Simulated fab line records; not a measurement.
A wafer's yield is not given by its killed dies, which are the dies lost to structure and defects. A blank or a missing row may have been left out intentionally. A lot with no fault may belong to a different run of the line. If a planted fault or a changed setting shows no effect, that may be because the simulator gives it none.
Chamber matching || flow nand_harc || NHARC_P_M0_ETCH_34 on rie_diel-04 has 4 sister chambers
The step etches the open film in N2/H2, target depth 40 nm, overetch 12 nm, time 43.94 s. 4 wafers are shown with their chamber, then 12 later ones without.

EACH WAFER AND ITS CHAMBER
{"wafer": "L090.5", "chamber": 0, "showerhead_plenum_p_Torr (Torr)": 1.98}
{"wafer": "L091.3", "chamber": 1, "showerhead_plenum_p_Torr (Torr)": 2.08}
{"wafer": "L091.4", "chamber": 2, "showerhead_plenum_p_Torr (Torr)": 1.93}
{"wafer": "L091.6", "chamber": 3, "showerhead_plenum_p_Torr (Torr)": 2.11}

WAFERS WHOSE CHAMBER IS MISSING
{"wafer": "L093.4", "showerhead_plenum_p_Torr (Torr)": 2.11}
{"wafer": "L093.5", "showerhead_plenum_p_Torr (Torr)": 1.92}
{"wafer": "L093.6", "showerhead_plenum_p_Torr (Torr)": 2.08}
{"wafer": "L094.1", "showerhead_plenum_p_Torr (Torr)": 1.92}
{"wafer": "L094.2", "showerhead_plenum_p_Torr (Torr)": 1.98}
{"wafer": "L094.4", "showerhead_plenum_p_Torr (Torr)": 2.11}
{"wafer": "L095.2", "showerhead_plenum_p_Torr (Torr)": 2.11}
{"wafer": "L095.5", "showerhead_plenum_p_Torr (Torr)": 1.98}
{"wafer": "L095.6", "showerhead_plenum_p_Torr (Torr)": 2.11}
{"wafer": "L096.2", "showerhead_plenum_p_Torr (Torr)": 2.11}
{"wafer": "L096.3", "showerhead_plenum_p_Torr (Torr)": 1.98}
{"wafer": "L096.5", "showerhead_plenum_p_Torr (Torr)": 2.11}

WHICH CHAMBER EACH ONE RAN IN
{"wafer": "L093.4", "from the rows above": 3, "in truth": 3}
{"wafer": "L093.5", "from the rows above": 2, "in truth": 2}
{"wafer": "L093.6", "from the rows above": 1, "in truth": 1}
{"wafer": "L094.1", "from the rows above": 2, "in truth": 2}
{"wafer": "L094.2", "from the rows above": 0, "in truth": 0}
{"wafer": "L094.4", "from the rows above": 3, "in truth": 3}
{"wafer": "L095.2", "from the rows above": 3, "in truth": 3}
{"wafer": "L095.5", "from the rows above": 0, "in truth": 0}
{"wafer": "L095.6", "from the rows above": 3, "in truth": 3}
{"wafer": "L096.2", "from the rows above": 3, "in truth": 3}
{"wafer": "L096.3", "from the rows above": 0, "in truth": 0}
{"wafer": "L096.5", "from the rows above": 3, "in truth": 3}
Correct placement for 12 of the 12. Not placeable from these rows: 0. Placed wrongly: 0.
How it was worked out, from the rows above alone: a wafer's distance from a chamber is the root of the sum, over the readings, of the square of ((its reading less the chamber's mean) divided by the reading's scatter). The wafer belongs to the nearest chamber; if the next one is less than 2 further off, it can't be placed. The mean given for a chamber averages the wafers shown for that chamber. The scatter (one wafer shown for each chamber): square how far every hidden wafer sits from the nearest shown wafer, average those squares and take the square root.
